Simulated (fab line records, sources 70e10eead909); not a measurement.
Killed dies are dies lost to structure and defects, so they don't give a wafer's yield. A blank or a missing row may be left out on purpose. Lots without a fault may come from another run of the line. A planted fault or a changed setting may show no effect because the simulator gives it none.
Chamber matching | flow nand_harc | NHARC_A_STAIRCASE_ETCH_169 on rie_diel-04: 4 sister chambers
The step etches the open film in CH3F/O2, target depth 50 nm, time 107.1 s. 14 wafers are shown with their chamber, then 7 later ones without.

WAFERS WITH THEIR CHAMBER
wafer  | chamber | drypump_motor_current_A (A) | showerhead_plenum_p_Torr (Torr) | rf_vpp_V (V)
L075.1 | 0       | 6.6                         | 2.50                            | 245.2
L075.5 | 0       | 6.6                         | 2.50                            | 243.9
L075.6 | 1       | 5.7                         | 2.48                            | 245.3
L077.2 | 3       | 5.6                         | 2.30                            | 241.3
L077.5 | 3       | 5.6                         | 2.30                            | 242.8
L077.6 | 2       | 5.5                         | 2.41                            | 242.1
L080.4 | 0       | 6.6                         | 2.50                            | 243.1
L080.5 | 1       | 5.7                         | 2.47                            | 245.2
L080.6 | 0       | 6.6                         | 2.50                            | 245.5
L084.2 | 0       | 6.6                         | 2.49                            | 245.0
L084.3 | 3       | 5.6                         | 2.29                            | 241.7
L084.6 | 2       | 5.6                         | 2.40                            | 244.1
L089.3 | 2       | 5.6                         | 2.39                            | 243.3
L089.4 | 0       | 6.6                         | 2.48                            | 243.9

SIGNATURES (means of the wafers above)
reading                  | chamber 0 | chamber 1 | chamber 2 | chamber 3 | scatter within a chamber
drypump_motor_current_A  | 6.600     | 5.700     | 5.567     | 5.600     | 0.0258
showerhead_plenum_p_Torr | 2.4950    | 2.4750    | 2.4000    | 2.2967    | 0.00816
rf_vpp_V                 | 244.433   | 245.250   | 243.167   | 241.933   | 0.874
Rule: a wafer's distance from a chamber is the root of the sum, over the readings, of the square of ((its reading less the chamber's mean) divided by the reading's scatter). The wafer belongs to the nearest chamber; if the next one is less than 2 further off, it can't be placed. The scatter: the root of (the sum of the squares of (reading less its chamber's mean) over the shown wafers, divided by (wafers less chambers)).

WAFERS WITHOUT THEIR CHAMBER
wafer  | drypump_motor_current_A (A) | showerhead_plenum_p_Torr (Torr) | rf_vpp_V (V)
L089.5 | 5.5                         | 2.39                            | 242.9
L090.1 | 6.6                         | 2.48                            | 244.4
L090.3 | 5.6                         | 2.39                            | 243.5
L090.6 | 5.7                         | 2.46                            | 244.5
L095.2 | 5.7                         | 2.46                            | 244.3
L095.5 | 6.6                         | 2.48                            | 242.1
L095.6 | 5.7                         | 2.46                            | 244.5

WHICH CHAMBER EACH WENT THROUGH
wafer  | from the rows above | in truth
L089.5 | 2                   | 2
L090.1 | 0                   | 0
L090.3 | 2                   | 2
L090.6 | 1                   | 1
L095.2 | 1                   | 1
L095.5 | 0                   | 0
L095.6 | 1                   | 1
Placed correctly: 7 of 7. Can't be placed from these rows: 0. Placed wrongly: 0.
